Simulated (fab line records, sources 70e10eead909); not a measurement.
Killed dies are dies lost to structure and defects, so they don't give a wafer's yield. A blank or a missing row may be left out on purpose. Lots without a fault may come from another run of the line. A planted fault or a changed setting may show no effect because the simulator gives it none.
Which tool did it? | flow nand_harc | 13 lots, 38 wafers sampled, at 4 steps of a route of 1302

WHAT THE GAUGES READ, wafer by wafer
The record holds no reading of a measuring or inspecting step that can be judged against a usual standard deviation.

WHICH TOOL RAN EACH LOT (tool, then ch and the chambers of the sampled wafers, then the start)
lot  | NHARC_A_WL_FILL_ALD_10           | NHARC_A_WL_FILL_CMP_12        | NHARC_A_CONTACT_DEP_24          | NHARC_A_CONTACT_DEP_28
L978 | ald_hk-03 ch 1,2,3, day 21 04:51 | cmp-01 ch 0,1, day 21 14:36   | pecvd-04 ch 0,2, day 21 15:14   | acl_dep-03 ch 0, day 21 16:40
L980 | ald_hk-02 ch 1,2, day 21 14:49   | cmp-02 ch 0,1,2, day 22 01:33 | pecvd-03 ch 0,1,2, day 22 02:11 | acl_dep-01 ch 0, day 22 04:41
L981 | ald_hk-04 ch 0,2, day 21 22:20   | cmp-02 ch 0,2, day 22 08:35   | pecvd-03 ch 1,2, day 22 09:12   | acl_dep-02 ch 0, day 22 11:31
L982 | ald_hk-04 ch 2,3, day 22 03:54   | cmp-02 ch 1,2, day 22 14:35   | pecvd-03 ch 0,2, day 22 15:16   | acl_dep-01 ch 0, day 22 17:17
L983 | ald_hk-02 ch 1,2,3, day 22 16:28 | cmp-01 ch 0,1,3, day 23 02:43 | pecvd-04 ch 0,1,2, day 23 03:14 | acl_dep-02 ch 0, day 23 03:50
L984 | ald_hk-02 ch 2,3, day 23 11:40   | cmp-01 ch 0,2,3, day 23 22:26 | pecvd-04 ch 0,1, day 23 23:04   | acl_dep-03 ch 0, day 24 01:37
L985 | ald_hk-02 ch 0,2,3, day 24 13:38 | cmp-02 ch 0,2,3, day 24 22:51 | pecvd-04 ch 0,1,2, day 24 23:27 | acl_dep-03 ch 0, day 25 00:47
L986 | ald_hk-02 ch 0,1, day 24 17:46   | cmp-03 ch 0,1,3, day 25 04:32 | pecvd-04 ch 0,1,2, day 25 05:05 | acl_dep-02 ch 0, day 25 05:49
L988 | ald_hk-04 ch 0,1,2, day 25 01:07 | cmp-03 ch 0,1,2, day 25 12:14 | pecvd-02 ch 0,1,2, day 25 12:46 | acl_dep-01 ch 0, day 25 14:51
L993 | ald_hk-02 ch 0,1,3, day 27 20:35 | cmp-02 ch 1,2,3, day 28 05:28 | pecvd-02 ch 0,1,2, day 28 06:09 | acl_dep-03 ch 0, day 28 08:41
L996 | ald_hk-02 ch 1, day 28 12:52     | cmp-02 ch 2,3, day 28 23:31   | pecvd-02 ch 1,2, day 29 00:11   | acl_dep-02 ch 0, day 29 03:20
L999 | ald_hk-03 ch 0,1,2, day 29 10:47 | cmp-01 ch 0,2,3, day 29 21:53 | pecvd-03 ch 0,2, day 29 22:24   | acl_dep-01 ch 0, day 30 01:22
L100 | ald_hk-04 ch 1,2, day 30 08:26   | cmp-03 ch 0,1,3, day 30 19:02 | pecvd-04 ch 0,1, day 30 19:35   | acl_dep-03 ch 0, day 30 22:47
- NHARC_A_WL_FILL_ALD_10: deposits SiO2, target thk 50 nm, pulse time 10 s, ald cycles 500.
- NHARC_A_WL_FILL_CMP_12: polishes, t overpolish 30 s, target thk 100 nm.
- NHARC_A_CONTACT_DEP_24: deposits SiO2, target thk 500 nm.
- NHARC_A_CONTACT_DEP_28: deposits aC, target thk 7000 nm.

WHAT THE TOOLS THEMSELVES READ (means of the sampled wafers that have a number; where no wafer has one, the mark that the record gives instead)
NHARC_A_WL_FILL_ALD_10. Usual: heater_power_outer_w 270 W, standard deviation 32; heater_power_w 470 W, standard deviation 42; precursor_pulse_height_rel 1.001, standard deviation 0.022.
lot  | tool      | heater_power_outer_w (W) | heater_power_w (W) | precursor_pulse_height_rel | flag
L978 | ald_hk-03 | 266                      | 473                | 0.999                      |
L980 | ald_hk-02 | 269                      | 461                | 1.011                      |
L981 | ald_hk-04 | 279                      | 473                | 0.997                      |
L982 | ald_hk-04 | 283                      | 500                | 1.013                      |
L983 | ald_hk-02 | 257                      | 451                | 1.016                      |
L984 | ald_hk-02 | 265                      | 465                | 0.998                      |
L985 | ald_hk-02 | 275                      | 478                | 1.006                      |
L986 | ald_hk-02 | 274                      | 466                | 0.986                      |
L988 | ald_hk-04 | 292                      | 500                | 0.999                      |
L993 | ald_hk-02 | 265                      | 458                | 1.010                      |
L996 | ald_hk-02 | 250                      | 428                | 0.983                      |
L999 | ald_hk-03 | 265                      | 452                | 1.015                      |
L100 | ald_hk-04 | 299                      | 506                | 1.006                      |

NHARC_A_WL_FILL_CMP_12. Usual: motor_current_A 12.6 A, standard deviation 1.8; overpolish_run_s 29.999 s, standard deviation 0.0088; retaining_ring_pressure_frac 1.000, standard deviation 0.0046; time_to_endpoint_s 20.5 s, standard deviation 2.8.
lot  | tool   | motor_current_A (A) | overpolish_run_s (s) | retaining_ring_pressure_frac | time_to_endpoint_s (s) | flag
L978 | cmp-01 | 11.5                | 30.005               | 0.997                        | 20.8                   |
L980 | cmp-02 | 15.2                | 30.000               | 1.000                        | 20.1                   |
L981 | cmp-02 | 15.5                | 29.998               | 1.004                        | 23.9                   |
L982 | cmp-02 | 14.3                | 29.999               | 0.997                        | 17.4                   |
L983 | cmp-01 | 12.3                | 29.998               | 0.996                        | 23.7                   |
L984 | cmp-01 | 12.1                | 30.004               | 0.998                        | 24.0                   |
L985 | cmp-02 | 13.9                | 30.007               | 1.000                        | 19.7                   |
L986 | cmp-03 | 11.9                | 30.002               | 1.000                        | 19.3                   |
L988 | cmp-03 | 11.3                | 29.995               | 1.003                        | 20.9                   |
L993 | cmp-02 | 13.2                | 30.001               | 1.000                        | 13.6                   |
L996 | cmp-02 | 12.9                | 29.995               | 0.998                        | 19.1                   |
L999 | cmp-01 | 11.7                | 30.000               | 0.995                        | 22.6                   |
L100 | cmp-03 | 11.8                | 29.996               | 1.001                        | 21.1                   |

NHARC_A_CONTACT_DEP_24. Usual: chamber_pressure_Torr 6.499 Torr, standard deviation 0.014; heater_power_outer_w 305 W, standard deviation 65; heater_power_w 533 W, standard deviation 82; throttle_valve_pct 16.0 %, standard deviation 0.47.
lot  | tool     | chamber_pressure_Torr (Torr) | heater_power_outer_w (W) | heater_power_w (W) | throttle_valve_pct (%) | flag
L978 | pecvd-04 | 6.502                        | 349                      | 627                | 16.0                   |
L980 | pecvd-03 | 6.510                        | 293                      | 504                | 16.2                   |
L981 | pecvd-03 | 6.488                        | 351                      | 584                | 16.4                   |
L982 | pecvd-03 | 6.492                        | 349                      | 570                | 15.8                   |
L983 | pecvd-04 | 6.487                        | 301                      | 548                | 15.8                   |
L984 | pecvd-04 | 6.486                        | 297                      | 532                | 15.6                   |
L985 | pecvd-04 | 6.499                        | 287                      | 526                | 15.9                   |
L986 | pecvd-04 | 6.500                        | 290                      | 534                | 16.0                   |
L988 | pecvd-02 | 6.499                        | 316                      | 534                | 16.0                   |
L993 | pecvd-02 | 6.505                        | 316                      | 542                | 16.0                   |
L996 | pecvd-02 | 6.528                        | 248                      | 447                | 16.1                   |
L999 | pecvd-03 | 6.508                        | 357                      | 561                | 15.8                   |
L100 | pecvd-04 | 6.496                        | 313                      | 575                | 15.3                   |

NHARC_A_CONTACT_DEP_28. Usual: throttle_valve_pct 35.001 %, standard deviation 0.0092.
lot  | tool       | throttle_valve_pct (%) | flag
L978 | acl_dep-03 | 34.999                 |
L980 | acl_dep-01 | 35.001                 |
L981 | acl_dep-02 | 35.006                 |
L982 | acl_dep-01 | 34.997                 |
L983 | acl_dep-02 | 35.005                 |
L984 | acl_dep-03 | 35.006                 |
L985 | acl_dep-03 | 34.998                 |
L986 | acl_dep-02 | 35.005                 |
L988 | acl_dep-01 | 35.007                 |
L993 | acl_dep-03 | 34.993                 |
L996 | acl_dep-02 | 35.004                 |
L999 | acl_dep-01 | 35.003                 |
L100 | acl_dep-03 | 35.004                 |

THE ANSWER, worked out from the rows above alone
Rule: a lot is off if the mean of its wafers that have a number lies more than 3 standard deviations from the usual mean. A lot without any number at a reading at which 4 lots or more have one is off too. The other lots that the step has rows for count as sound. The gauges are gone through in route order, then the tools' own readings, and for those a lot's mean is taken as printed above. The first step at which some lot is off is used, and at that step the reading that is off furthest; a lot without a number counts as furthest.
No lot is off at any reading shown: from this, nothing can be told.

WHAT THE SIMULATOR HAD PUT IN
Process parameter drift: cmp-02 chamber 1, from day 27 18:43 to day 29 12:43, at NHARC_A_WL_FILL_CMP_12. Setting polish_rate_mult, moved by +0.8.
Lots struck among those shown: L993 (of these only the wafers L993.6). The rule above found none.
